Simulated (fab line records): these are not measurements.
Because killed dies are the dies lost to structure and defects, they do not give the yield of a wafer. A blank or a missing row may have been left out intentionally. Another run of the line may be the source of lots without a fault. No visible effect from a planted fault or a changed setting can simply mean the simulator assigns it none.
fab line records || flow nandHarc
record {"lots": 6, "wafers": 18, "lastDay": 24}
route steps=1159 shown A_ONON_D1@430 END@1159
lots that met no fault: taken from a fault-free run of the same line
startH: the number of hours between the record's first day and the start of the first shown wafer of the lot || waitH: hours elapsed since this lot's preceding step || " repeats the value in the row above || L1.1+2: a row that stands for several wafers || - no value, or no start given || * or withheld: withheld || < > ~ a bound
route shown NAME@n: names a module that has steps shown in the file, with the first one's number in the route || usual: the fault-free wafers' mean and standard deviation || same: alike in all rows || chamber/n: place in a boat || sites: each site's reading || _std_site: the standard deviation of these || _edge_site: inner sites' mean taken away from outer sites' mean || radiusMm: for every site, how far away it sits from the centre of the wafer || mask NAME#n: copy n || behind: the most recent tool/chamber to have shaped the wafer || hold: why the lot went on hold/how many hours it stayed there/how the hold came to an end || device: the n, p or np transistor that did not switch || end of line: the tests these same wafers got at the end of their route || a step given without rows: its recipe and nothing more || killed: dies lost to structure and defects at the first sort, not the wafer's yield || map: per-die view of a wafer (x killed, . not killed, _ where there is no die)
set.NAME: the setting as run; set.NAME@STEP: as run at that earlier step || model.NAME: the simulator's own value behind a step, which no gauge read
lots seen at some steps along the route; tables by step, rows by wafer
services: a tool's chamber out of use, with start hour (startH, from the record's first day; less than 0 if before it), hours out, and reason
## steps
# step NHARC_A_ONON_D1_DEP_09
# recipe {"targetThkA": 10000, "n2FlowSccm": 2750, "n2oFlowSccm": 2000, "nh3FlowSccm": 500, "sih4FlowSccm": 210, "tempC": 400}
# step NHARC_A_ONON_D1_THK_MEAS_11
# recipe {"thkMeasGauge": "ellipsometry"}
# usual {"thkNm": "1000/8.4"}
{"lot.wafer": "L977.1", "tool": "filmMetro-02", "chamber": "-", "startH": 182.73, "waitH": "-", "thkNm": 997}
{"lot.wafer": "L977.3", "tool": "filmMetro-02", "chamber": "-", "startH": 182.73, "waitH": "-", "thkNm": 997}
{"lot.wafer": "L977.6", "tool": "filmMetro-02", "chamber": "-", "startH": 182.73, "waitH": "-", "thkNm": 998}
{"lot.wafer": "L980.1", "tool": "filmMetro-02", "chamber": "-", "startH": 209.00, "waitH": "-", "thkNm": 982}
{"lot.wafer": "L980.2", "tool": "filmMetro-02", "chamber": "-", "startH": 209.00, "waitH": "-", "thkNm": 980}
{"lot.wafer": "L980.5", "tool": "filmMetro-02", "chamber": "-", "startH": 209.00, "waitH": "-", "thkNm": 984}
{"lot.wafer": "L989.1", "tool": "filmMetro-01", "chamber": "-", "startH": 249.65, "waitH": "-", "thkNm": 1003}
{"lot.wafer": "L989.4", "tool": "filmMetro-01", "chamber": "-", "startH": 249.65, "waitH": "-", "thkNm": 1003}
{"lot.wafer": "L989.5", "tool": "filmMetro-01", "chamber": "-", "startH": 249.65, "waitH": "-", "thkNm": 1003}
{"lot.wafer": "L990.1", "tool": "filmMetro-01", "chamber": "-", "startH": 257.12, "waitH": "-", "thkNm": 1001}
{"lot.wafer": "L990.2", "tool": "filmMetro-01", "chamber": "-", "startH": 257.12, "waitH": "-", "thkNm": 1000}
{"lot.wafer": "L990.5", "tool": "filmMetro-01", "chamber": "-", "startH": 257.12, "waitH": "-", "thkNm": 1000}
{"lot.wafer": "L992.1", "tool": "filmMetro-01", "chamber": "-", "startH": 272.19, "waitH": "-", "thkNm": 993}
{"lot.wafer": "L992.4", "tool": "filmMetro-01", "chamber": "-", "startH": 272.19, "waitH": "-", "thkNm": 992}
{"lot.wafer": "L992.6", "tool": "filmMetro-01", "chamber": "-", "startH": 272.19, "waitH": "-", "thkNm": 992}
{"lot.wafer": "L993.2", "tool": "filmMetro-01", "chamber": "-", "startH": 280.18, "waitH": "-", "thkNm": 1009}
{"lot.wafer": "L993.3", "tool": "filmMetro-01", "chamber": "-", "startH": 280.18, "waitH": "-", "thkNm": 1008}
{"lot.wafer": "L993.5", "tool": "filmMetro-01", "chamber": "-", "startH": 280.18, "waitH": "-", "thkNm": 1008}
# step NHARC_A_ONON_D1_DEP_12
# recipe {"targetThkA": 10000, "n2FlowSccm": 2750, "n2oFlowSccm": 2000, "nh3FlowSccm": 500, "sih4FlowSccm": 210, "tempC": 400}
# step NHARC_A_ONON_D1_THK_MEAS_14
# recipe {"thkMeasGauge": "ellipsometry"}
# usual {"thkNm": "1001/11"}
{"lot.wafer": "L977.1", "tool": "filmMetro-01", "chamber": "-", "startH": 183.29, "waitH": "-", "thkNm": 1014}
{"lot.wafer": "L977.3", "tool": "filmMetro-01", "chamber": "-", "startH": 183.29, "waitH": "-", "thkNm": 1015}
{"lot.wafer": "L977.6", "tool": "filmMetro-01", "chamber": "-", "startH": 183.29, "waitH": "-", "thkNm": 1014}
{"lot.wafer": "L980.1", "tool": "filmMetro-01", "chamber": "-", "startH": 209.57, "waitH": "-", "thkNm": 993}
{"lot.wafer": "L980.2", "tool": "filmMetro-01", "chamber": "-", "startH": 209.57, "waitH": "-", "thkNm": 995}
{"lot.wafer": "L980.5", "tool": "filmMetro-01", "chamber": "-", "startH": 209.57, "waitH": "-", "thkNm": 993}
{"lot.wafer": "L989.1", "tool": "filmMetro-02", "chamber": "-", "startH": 250.37, "waitH": "-", "thkNm": 1017}
{"lot.wafer": "L989.4", "tool": "filmMetro-02", "chamber": "-", "startH": 250.37, "waitH": "-", "thkNm": 1016}
{"lot.wafer": "L989.5", "tool": "filmMetro-02", "chamber": "-", "startH": 250.37, "waitH": "-", "thkNm": 1016}
{"lot.wafer": "L990.1", "tool": "filmMetro-01", "chamber": "-", "startH": 257.69, "waitH": "-", "thkNm": 1016}
{"lot.wafer": "L990.2", "tool": "filmMetro-01", "chamber": "-", "startH": 257.69, "waitH": "-", "thkNm": 1017}
{"lot.wafer": "L990.5", "tool": "filmMetro-01", "chamber": "-", "startH": 257.69, "waitH": "-", "thkNm": 1017}
{"lot.wafer": "L992.1", "tool": "filmMetro-02", "chamber": "-", "startH": 272.76, "waitH": "-", "thkNm": 1006}
{"lot.wafer": "L992.4", "tool": "filmMetro-02", "chamber": "-", "startH": 272.76, "waitH": "-", "thkNm": 1007}
{"lot.wafer": "L992.6", "tool": "filmMetro-02", "chamber": "-", "startH": 272.76, "waitH": "-", "thkNm": 1006}
{"lot.wafer": "L993.2", "tool": "filmMetro-02", "chamber": "-", "startH": 280.75, "waitH": "-", "thkNm": 1000}
{"lot.wafer": "L993.3", "tool": "filmMetro-02", "chamber": "-", "startH": 280.75, "waitH": "-", "thkNm": 1000}
{"lot.wafer": "L993.5", "tool": "filmMetro-02", "chamber": "-", "startH": 280.75, "waitH": "-", "thkNm": 1001}
# step NHARC_A_ONON_D1_ANNEAL_15
# recipe {"tempC": 750, "timeS": 3600}
# step NHARC_A_ONON_D1_DEP_16
# recipe {"targetThkA": 10000, "n2FlowSccm": 2750, "n2oFlowSccm": 2000, "nh3FlowSccm": 500, "sih4FlowSccm": 210, "tempC": 400}
# step NHARC_A_ONON_D1_THK_MEAS_18
# recipe {"thkMeasGauge": "ellipsometry"}
# usual {"thkNm": "999/9.7"}
{"lot.wafer": "L977.1", "tool": "filmMetro-01", "chamber": "-", "startH": 191.89, "waitH": "-", "thkNm": 1000}
{"lot.wafer": "L977.3", "tool": "filmMetro-01", "chamber": "-", "startH": 191.89, "waitH": "-", "thkNm": 999}
{"lot.wafer": "L977.6", "tool": "filmMetro-01", "chamber": "-", "startH": 191.89, "waitH": "-", "thkNm": 999}
{"lot.wafer": "L980.1", "tool": "filmMetro-02", "chamber": "-", "startH": 216.73, "waitH": "-", "thkNm": 999}
{"lot.wafer": "L980.2", "tool": "filmMetro-02", "chamber": "-", "startH": 216.73, "waitH": "-", "thkNm": 997}
{"lot.wafer": "L980.5", "tool": "filmMetro-02", "chamber": "-", "startH": 216.73, "waitH": "-", "thkNm": 999}
{"lot.wafer": "L989.1", "tool": "filmMetro-02", "chamber": "-", "startH": 257.88, "waitH": "-", "thkNm": 998}
{"lot.wafer": "L989.4", "tool": "filmMetro-02", "chamber": "-", "startH": 257.88, "waitH": "-", "thkNm": 999}
{"lot.wafer": "L989.5", "tool": "filmMetro-02", "chamber": "-", "startH": 257.88, "waitH": "-", "thkNm": 998}
{"lot.wafer": "L990.1", "tool": "filmMetro-01", "chamber": "-", "startH": 264.78, "waitH": "-", "thkNm": 992}
{"lot.wafer": "L990.2", "tool": "filmMetro-01", "chamber": "-", "startH": 264.78, "waitH": "-", "thkNm": 994}
{"lot.wafer": "L990.5", "tool": "filmMetro-01", "chamber": "-", "startH": 264.78, "waitH": "-", "thkNm": 993}
{"lot.wafer": "L992.1", "tool": "filmMetro-02", "chamber": "-", "startH": 279.87, "waitH": "-", "thkNm": 1012}
{"lot.wafer": "L992.4", "tool": "filmMetro-02", "chamber": "-", "startH": 279.87, "waitH": "-", "thkNm": 1012}
{"lot.wafer": "L992.6", "tool": "filmMetro-02", "chamber": "-", "startH": 279.87, "waitH": "-", "thkNm": 1010}
{"lot.wafer": "L993.2", "tool": "filmMetro-02", "chamber": "-", "startH": 288.67, "waitH": "-", "thkNm": 993}
{"lot.wafer": "L993.3", "tool": "filmMetro-02", "chamber": "-", "startH": 288.67, "waitH": "-", "thkNm": 994}
{"lot.wafer": "L993.5", "tool": "filmMetro-02", "chamber": "-", "startH": 288.67, "waitH": "-", "thkNm": 993}
# step NHARC_A_ONON_D1_DEP_19
# recipe {"targetThkA": 10000, "n2FlowSccm": 2750, "n2oFlowSccm": 2000, "nh3FlowSccm": 500, "sih4FlowSccm": 210, "tempC": 400}
# step NHARC_A_ONON_D1_THK_MEAS_21
# recipe {"thkMeasGauge": "ellipsometry"}
# usual {"thkNm": "998/9.1"}
{"lot.wafer": "L977.1", "tool": "filmMetro-01", "chamber": "-", "startH": 192.54, "waitH": "-", "thkNm": 997}
{"lot.wafer": "L977.3", "tool": "filmMetro-01", "chamber": "-", "startH": 192.54, "waitH": "-", "thkNm": 995}
{"lot.wafer": "L977.6", "tool": "filmMetro-01", "chamber": "-", "startH": 192.54, "waitH": "-", "thkNm": 996}
{"lot.wafer": "L980.1", "tool": "filmMetro-02", "chamber": "-", "startH": 217.30, "waitH": "-", "thkNm": 1004}
{"lot.wafer": "L980.2", "tool": "filmMetro-02", "chamber": "-", "startH": 217.30, "waitH": "-", "thkNm": 1003}
{"lot.wafer": "L980.5", "tool": "filmMetro-02", "chamber": "-", "startH": 217.30, "waitH": "-", "thkNm": 1003}
{"lot.wafer": "L989.1", "tool": "filmMetro-01", "chamber": "-", "startH": 258.45, "waitH": "-", "thkNm": 1005}
{"lot.wafer": "L989.4", "tool": "filmMetro-01", "chamber": "-", "startH": 258.45, "waitH": "-", "thkNm": 1006}
{"lot.wafer": "L989.5", "tool": "filmMetro-01", "chamber": "-", "startH": 258.45, "waitH": "-", "thkNm": 1006}
{"lot.wafer": "L990.1", "tool": "filmMetro-01", "chamber": "-", "startH": 265.35, "waitH": "-", "thkNm": 994}
{"lot.wafer": "L990.2", "tool": "filmMetro-01", "chamber": "-", "startH": 265.35, "waitH": "-", "thkNm": 993}
{"lot.wafer": "L990.5", "tool": "filmMetro-01", "chamber": "-", "startH": 265.35, "waitH": "-", "thkNm": 993}
{"lot.wafer": "L992.1", "tool": "filmMetro-01", "chamber": "-", "startH": 280.44, "waitH": "-", "thkNm": 995}
{"lot.wafer": "L992.4", "tool": "filmMetro-01", "chamber": "-", "startH": 280.44, "waitH": "-", "thkNm": 995}
{"lot.wafer": "L992.6", "tool": "filmMetro-01", "chamber": "-", "startH": 280.44, "waitH": "-", "thkNm": 996}
{"lot.wafer": "L993.2", "tool": "filmMetro-02", "chamber": "-", "startH": 289.23, "waitH": "-", "thkNm": 999}
{"lot.wafer": "L993.3", "tool": "filmMetro-02", "chamber": "-", "startH": 289.23, "waitH": "-", "thkNm": 998}
{"lot.wafer": "L993.5", "tool": "filmMetro-02", "chamber": "-", "startH": 289.23, "waitH": "-", "thkNm": 1000}
# step NHARC_A_ONON_D1_DEP_22
# recipe {"targetThkA": 10000, "n2FlowSccm": 2750, "n2oFlowSccm": 2000, "nh3FlowSccm": 500, "sih4FlowSccm": 210, "tempC": 400}
# step NHARC_A_ONON_D1_THK_MEAS_24
# recipe {"thkMeasGauge": "ellipsometry"}
# usual {"thkNm": "1001/7.4"}
{"lot.wafer": "L977.1", "tool": "filmMetro-01", "chamber": "-", "startH": 193.11, "waitH": "-", "thkNm": 1008}
{"lot.wafer": "L977.3", "tool": "filmMetro-01", "chamber": "-", "startH": 193.11, "waitH": "-", "thkNm": 1010}
{"lot.wafer": "L977.6", "tool": "filmMetro-01", "chamber": "-", "startH": 193.11, "waitH": "-", "thkNm": 1011}
{"lot.wafer": "L980.1", "tool": "filmMetro-02", "chamber": "-", "startH": 217.87, "waitH": "-", "thkNm": 991}
{"lot.wafer": "L980.2", "tool": "filmMetro-02", "chamber": "-", "startH": 217.87, "waitH": "-", "thkNm": 991}
{"lot.wafer": "L980.5", "tool": "filmMetro-02", "chamber": "-", "startH": 217.87, "waitH": "-", "thkNm": 991}
{"lot.wafer": "L989.1", "tool": "filmMetro-02", "chamber": "-", "startH": 259.02, "waitH": "-", "thkNm": 994}
{"lot.wafer": "L989.4", "tool": "filmMetro-02", "chamber": "-", "startH": 259.02, "waitH": "-", "thkNm": 993}
{"lot.wafer": "L989.5", "tool": "filmMetro-02", "chamber": "-", "startH": 259.02, "waitH": "-", "thkNm": 994}
{"lot.wafer": "L990.1", "tool": "filmMetro-01", "chamber": "-", "startH": 265.92, "waitH": "-", "thkNm": 1015}
{"lot.wafer": "L990.2", "tool": "filmMetro-01", "chamber": "-", "startH": 265.92, "waitH": "-", "thkNm": 1013}
{"lot.wafer": "L990.5", "tool": "filmMetro-01", "chamber": "-", "startH": 265.92, "waitH": "-", "thkNm": 1015}
{"lot.wafer": "L992.1", "tool": "filmMetro-02", "chamber": "-", "startH": 281.01, "waitH": "-", "thkNm": 1012}
{"lot.wafer": "L992.4", "tool": "filmMetro-02", "chamber": "-", "startH": 281.01, "waitH": "-", "thkNm": 1011}
{"lot.wafer": "L992.6", "tool": "filmMetro-02", "chamber": "-", "startH": 281.01, "waitH": "-", "thkNm": 1009}
{"lot.wafer": "L993.2", "tool": "filmMetro-01", "chamber": "-", "startH": 289.79, "waitH": "-", "thkNm": 1000}
{"lot.wafer": "L993.3", "tool": "filmMetro-01", "chamber": "-", "startH": 289.79, "waitH": "-", "thkNm": 998}
{"lot.wafer": "L993.5", "tool": "filmMetro-01", "chamber": "-", "startH": 289.79, "waitH": "-", "thkNm": 1001}
# step NHARC_A_ONON_D1_DEP_25
# recipe {"targetThkA": 10000, "n2FlowSccm": 2750, "n2oFlowSccm": 2000, "nh3FlowSccm": 500, "sih4FlowSccm": 210, "tempC": 400}
# usual {"n2oFlowSccm": "1999/6.1"}
{"lot.wafer": "L977.1", "tool": "pecvdOnon-04", "chamber": 0, "startH": 193.17, "waitH": 0.1, "n2oFlowSccm": 2002}
{"lot.wafer": "L977.3", "tool": "pecvdOnon-04", "chamber": 0, "startH": 193.17, "waitH": 0.1, "n2oFlowSccm": 2000}
{"lot.wafer": "L977.6", "tool": "pecvdOnon-04", "chamber": 0, "startH": 193.17, "waitH": 0.1, "n2oFlowSccm": 2006}
{"lot.wafer": "L980.1", "tool": "pecvdOnon-04", "chamber": 0, "startH": 217.93, "waitH": 0.1, "n2oFlowSccm": 2000}
{"lot.wafer": "L980.2", "tool": "pecvdOnon-04", "chamber": 0, "startH": 217.93, "waitH": 0.1, "n2oFlowSccm": 1997}
{"lot.wafer": "L980.5", "tool": "pecvdOnon-04", "chamber": 0, "startH": 217.93, "waitH": 0.1, "n2oFlowSccm": 1994}
{"lot.wafer": "L989.1", "tool": "pecvdOnon-03", "chamber": 0, "startH": 259.07, "waitH": 0.1, "n2oFlowSccm": 2009}
{"lot.wafer": "L989.4", "tool": "pecvdOnon-03", "chamber": 0, "startH": 259.07, "waitH": 0.1, "n2oFlowSccm": 1999}
{"lot.wafer": "L989.5", "tool": "pecvdOnon-03", "chamber": 0, "startH": 259.07, "waitH": 0.1, "n2oFlowSccm": 1995}
{"lot.wafer": "L990.1", "tool": "pecvdOnon-02", "chamber": 0, "startH": 265.97, "waitH": 0.1, "n2oFlowSccm": 1985}
{"lot.wafer": "L990.2", "tool": "pecvdOnon-02", "chamber": 0, "startH": 265.97, "waitH": 0.1, "n2oFlowSccm": 2002}
{"lot.wafer": "L990.5", "tool": "pecvdOnon-02", "chamber": 0, "startH": 265.97, "waitH": 0.1, "n2oFlowSccm": 1992}
{"lot.wafer": "L992.1", "tool": "pecvdOnon-04", "chamber": 0, "startH": 281.06, "waitH": 0.1, "n2oFlowSccm": 1999}
{"lot.wafer": "L992.4", "tool": "pecvdOnon-04", "chamber": 0, "startH": 281.06, "waitH": 0.1, "n2oFlowSccm": 2003}
{"lot.wafer": "L992.6", "tool": "pecvdOnon-04", "chamber": 0, "startH": 281.06, "waitH": 0.1, "n2oFlowSccm": 1993}
{"lot.wafer": "L993.2", "tool": "pecvdOnon-03", "chamber": 0, "startH": 289.91, "waitH": 0.1, "n2oFlowSccm": 1997}
{"lot.wafer": "L993.3", "tool": "pecvdOnon-03", "chamber": 0, "startH": 289.91, "waitH": 0.1, "n2oFlowSccm": 1999}
{"lot.wafer": "L993.5", "tool": "pecvdOnon-03", "chamber": 0, "startH": 289.91, "waitH": 0.1, "n2oFlowSccm": 2004}
# step NHARC_A_ONON_D1_THK_MEAS_27
# recipe {"thkMeasGauge": "ellipsometry"}
# usual {"thkNm": "999/10"}
{"lot.wafer": "L977.1", "tool": "filmMetro-01", "chamber": "-", "startH": 193.67, "waitH": "-", "thkNm": 678}
{"lot.wafer": "L977.3", "tool": "filmMetro-01", "chamber": "-", "startH": 193.67, "waitH": "-", "thkNm": 677}
{"lot.wafer": "L977.6", "tool": "filmMetro-01", "chamber": "-", "startH": 193.67, "waitH": "-", "thkNm": 677}
{"lot.wafer": "L980.1", "tool": "filmMetro-01", "chamber": "-", "startH": 218.43, "waitH": "-", "thkNm": 696}
{"lot.wafer": "L980.2", "tool": "filmMetro-01", "chamber": "-", "startH": 218.43, "waitH": "-", "thkNm": 697}
{"lot.wafer": "L980.5", "tool": "filmMetro-01", "chamber": "-", "startH": 218.43, "waitH": "-", "thkNm": 697}
{"lot.wafer": "L989.1", "tool": "filmMetro-02", "chamber": "-", "startH": 259.58, "waitH": "-", "thkNm": 1011}
{"lot.wafer": "L989.4", "tool": "filmMetro-02", "chamber": "-", "startH": 259.58, "waitH": "-", "thkNm": 1009}
{"lot.wafer": "L989.5", "tool": "filmMetro-02", "chamber": "-", "startH": 259.58, "waitH": "-", "thkNm": 1011}
{"lot.wafer": "L990.1", "tool": "filmMetro-01", "chamber": "-", "startH": 266.48, "waitH": "-", "thkNm": 991}
{"lot.wafer": "L990.2", "tool": "filmMetro-01", "chamber": "-", "startH": 266.48, "waitH": "-", "thkNm": 991}
{"lot.wafer": "L990.5", "tool": "filmMetro-01", "chamber": "-", "startH": 266.48, "waitH": "-", "thkNm": 990}
{"lot.wafer": "L992.1", "tool": "filmMetro-01", "chamber": "-", "startH": 281.57, "waitH": "-", "thkNm": 1008}
{"lot.wafer": "L992.4", "tool": "filmMetro-01", "chamber": "-", "startH": 281.57, "waitH": "-", "thkNm": 1009}
{"lot.wafer": "L992.6", "tool": "filmMetro-01", "chamber": "-", "startH": 281.57, "waitH": "-", "thkNm": 1010}
{"lot.wafer": "L993.2", "tool": "filmMetro-01", "chamber": "-", "startH": 290.36, "waitH": "-", "thkNm": 1002}
{"lot.wafer": "L993.3", "tool": "filmMetro-01", "chamber": "-", "startH": 290.36, "waitH": "-", "thkNm": 1001}
{"lot.wafer": "L993.5", "tool": "filmMetro-01", "chamber": "-", "startH": 290.36, "waitH": "-", "thkNm": 1000}
# step NHARC_A_ONON_D1_DEP_28
# recipe {"targetThkA": 10000, "n2FlowSccm": 2750, "n2oFlowSccm": 2000, "nh3FlowSccm": 500, "sih4FlowSccm": 210, "tempC": 400}
# step NHARC_END_SORT_01
# recipe {"tempC": 25}
# usual {"killedAtArray": "28/11", "killedAtOther": "0.6/0.85", "killedAtPeriphery": "2.8/2.3", "killedDies": "31/11", "killedOpen": "3.1/1.6", "killedShort": "2.0/1.4"}
# same {"grossDies": 677}
{"lot.wafer": "L980.1", "tool": "prober-01", "chamber": 0, "startH": 474.20, "waitH": 2.5, "killedAtArray": 675, "killedAtOther": 0, "killedAtPeriphery": 2, "killedDies": 677, "killedOpen": 3, "killedShort": 6}
{"lot.wafer": "L980.2", "tool": "prober-01", "chamber": 0, "startH": 475.00, "waitH": 2.8, "killedAtArray": 676, "killedAtOther": 0, "killedAtPeriphery": 1, "killedDies": 677, "killedOpen": 4, "killedShort": 3}
{"lot.wafer": "L980.5", "tool": "prober-01", "chamber": 0, "startH": 477.42, "waitH": 3.7, "killedAtArray": 677, "killedAtOther": 0, "killedAtPeriphery": 0, "killedDies": 677, "killedOpen": 2, "killedShort": 1}
{"lot.wafer": "L977.1", "tool": "prober-02", "chamber": 0, "startH": 479.60, "waitH": 2.5, "killedAtArray": 673, "killedAtOther": 0, "killedAtPeriphery": 4, "killedDies": 677, "killedOpen": 3, "killedShort": 2}
{"lot.wafer": "L977.3", "tool": "prober-02", "chamber": 0, "startH": 481.20, "waitH": 3.1, "killedAtArray": 674, "killedAtOther": 1, "killedAtPeriphery": 2, "killedDies": 677, "killedOpen": 3, "killedShort": 2}
{"lot.wafer": "L977.6", "tool": "prober-02", "chamber": 0, "startH": 483.59, "waitH": 4.0, "killedAtArray": 673, "killedAtOther": 0, "killedAtPeriphery": 4, "killedDies": 677, "killedOpen": 3, "killedShort": 1}
# killed by level:class
L980.1 A_ONON_D1:areaDep=659 A_STAIRCASE:chamberFilmFlake=6 A_CHANNEL_FILL_D1:geometricParticle:short=2 A_CONTACT:chamberFilmFlake=2 P_GATE:geometricParticle:open=1 P_M0:geometricParticle:short=1 A_ONON_D1:geometricParticle:open=1 A_SGD_CUT:geometricParticle:short=1
L980.2 A_ONON_D1:areaDep=654 A_STAIRCASE:chamberFilmFlake=5 A_CHANNEL_FILL_D1:chamberFilmFlake=5 A_CONTACT:chamberFilmFlake=5 A_CHANNEL_FILL_D1:geometricParticle:short=2 A_CONTACT:geometricParticle:open=2 A_CHANNEL_FILL_D1:geometricParticle:open=1 A_SGD_CUT:geometricParticle:short=1
L980.5 A_ONON_D1:areaDep=656 A_CONTACT:chamberFilmFlake=7 A_STAIRCASE:chamberFilmFlake=6 A_CHANNEL_HOLE_D1:chamberFilmFlake=2 A_WL_FILL:chamberFilmFlake=2 A_ONON_D1:geometricParticle:open=1 A_SGD_CUT:geometricParticle:short=1 A_WL_FILL:geometricParticle:open=1
L977.1 A_ONON_D1:areaDep=641 A_CHANNEL_HOLE_D1:chamberFilmFlake=16 A_SLIT:chamberFilmFlake=9 A_M1:geometricParticle:open=3 P_GATE:chamberFilmFlake=2 A_STAIRCASE:chamberFilmFlake=2 P_CONTACT:geometricParticle:short=1 A_ONON_D1:geometricParticle:short=1
L977.3 A_ONON_D1:areaDep=634 A_CHANNEL_HOLE_D1:chamberFilmFlake=18 A_CONTACT:chamberFilmFlake=6 A_STAIRCASE:chamberFilmFlake=6 A_SLIT:chamberFilmFlake=6 A_ONON_D1:geometricParticle:open=1 A_CHANNEL_FILL_D1:geometricParticle:short=1 A_WL_FILL:geometricParticle:short=1
L977.6 A_ONON_D1:areaDep=627 A_CHANNEL_HOLE_D1:chamberFilmFlake=26 A_SLIT:chamberFilmFlake=13 A_CHANNEL_FILL_D1:geometricParticle:open=2 P_ZERO_WELL:chamberFilmFlake=2 A_STAIRCASE:chamberFilmFlake=2 A_CONTACT:chamberFilmFlake=2 P_CONTACT:geometricParticle:open=1
# map L977.1 (x killed, . not)
____________x____________
_________xxxxxxx_________
_______xxxxxxxxxxx_______
______xxxxxxxxxxxxx______
_____xxxxxxxxxxxxxxx_____
____xxxxxxxxxxxxxxxxx____
____xxxxxxxxxxxxxxxxx____
___xxxxxxxxxxxxxxxxxxx___
___xxxxxxxxxxxxxxxxxxx___
__xxxxxxxxxxxxxxxxxxxxx__
__xxxxxxxxxxxxxxxxxxxxx__
_xxxxxxxxxxxxxxxxxxxxxxx_
_xxxxxxxxxxxxxxxxxxxxxxx_
_xxxxxxxxxxxxxxxxxxxxxxx_
_xxxxxxxxxxxxxxxxxxxxxxx_
_xxxxxxxxxxxxxxxxxxxxxxx_
xxxxxxxxxxxxxxxxxxxxxxxxx
xxxxxxxxxxxxxxxxxxxxxxxxx
xxxxxxxxxxxxxxxxxxxxxxxxx
xxxxxxxxxxxxxxxxxxxxxxxxx
xxxxxxxxxxxxxxxxxxxxxxxxx
_xxxxxxxxxxxxxxxxxxxxxxx_
_xxxxxxxxxxxxxxxxxxxxxxx_
_xxxxxxxxxxxxxxxxxxxxxxx_
_xxxxxxxxxxxxxxxxxxxxxxx_
_xxxxxxxxxxxxxxxxxxxxxxx_
__xxxxxxxxxxxxxxxxxxxxx__
__xxxxxxxxxxxxxxxxxxxxx__
___xxxxxxxxxxxxxxxxxxx___
___xxxxxxxxxxxxxxxxxxx___
____xxxxxxxxxxxxxxxxx____
____xxxxxxxxxxxxxxxxx____
_____xxxxxxxxxxxxxxx_____
______xxxxxxxxxxxxx______
_______xxxxxxxxxxx_______
_________xxxxxxx_________
____________x____________
# map L980.1 (x killed, . not)
____________x____________
_________xxxxxxx_________
_______xxxxxxxxxxx_______
______xxxxxxxxxxxxx______
_____xxxxxxxxxxxxxxx_____
____xxxxxxxxxxxxxxxxx____
____xxxxxxxxxxxxxxxxx____
___xxxxxxxxxxxxxxxxxxx___
___xxxxxxxxxxxxxxxxxxx___
__xxxxxxxxxxxxxxxxxxxxx__
__xxxxxxxxxxxxxxxxxxxxx__
_xxxxxxxxxxxxxxxxxxxxxxx_
_xxxxxxxxxxxxxxxxxxxxxxx_
_xxxxxxxxxxxxxxxxxxxxxxx_
_xxxxxxxxxxxxxxxxxxxxxxx_
_xxxxxxxxxxxxxxxxxxxxxxx_
xxxxxxxxxxxxxxxxxxxxxxxxx
xxxxxxxxxxxxxxxxxxxxxxxxx
xxxxxxxxxxxxxxxxxxxxxxxxx
xxxxxxxxxxxxxxxxxxxxxxxxx
xxxxxxxxxxxxxxxxxxxxxxxxx
_xxxxxxxxxxxxxxxxxxxxxxx_
_xxxxxxxxxxxxxxxxxxxxxxx_
_xxxxxxxxxxxxxxxxxxxxxxx_
_xxxxxxxxxxxxxxxxxxxxxxx_
_xxxxxxxxxxxxxxxxxxxxxxx_
__xxxxxxxxxxxxxxxxxxxxx__
__xxxxxxxxxxxxxxxxxxxxx__
___xxxxxxxxxxxxxxxxxxx___
___xxxxxxxxxxxxxxxxxxx___
____xxxxxxxxxxxxxxxxx____
____xxxxxxxxxxxxxxxxx____
_____xxxxxxxxxxxxxxx_____
______xxxxxxxxxxxxx______
_______xxxxxxxxxxx_______
_________xxxxxxx_________
____________x____________
## services
{"tool": "pecvdOnon-04", "chamber": "-", "startH": 237.00, "hours": 13.0, "kind": "pm"}
## key
firstSign {"step": "NHARC_A_ONON_D1_THK_MEAS_27", "reading": "thkNm", "direction": "down", "sigmas": 31, "usual": 999, "struck": 687}
effect {"step": "NHARC_END_SORT_01", "reading": "killedAtArray", "direction": "up", "sigmas": 57, "usual": 28, "struck": 675}
moreKillsBornAt {"NHARC_A_ONON_D1_DEP_25@pecvdOnon-04": 3871}
metAt NHARC_A_ONON_D1_DEP_25
struckWafers L977.1,L977.3,L977.6,L980.1,L980.2,L980.5
laterRowsLeftOut L977.1,L977.3,L977.6,L980.1,L980.2,L980.5
testerLeftOut L977,L980
fault {"kind": "processParameterDrift", "tool": "pecvdOnon-04", "chamber": "-", "onsetH": 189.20, "steps": "NHARC_A_ONON_D1_DEP_25", "channel": "targetThkA", "offset": "*", "shape": "step", "endH": 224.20, "actsIn": "*", "stated": "*"}
# testerLeftOut: of these lots the tester's yield and bins aren't shown, on N5 and GAA mostly nor the transistor test; their killed dies are dies lost to structure and defects alone, not to doping, threshold or leakage, so they don't give the yield
# laterRowsLeftOut: the simulator's readings of these wafers behind a module that went badly wrong aren't trusted and aren't shown, but for the sort
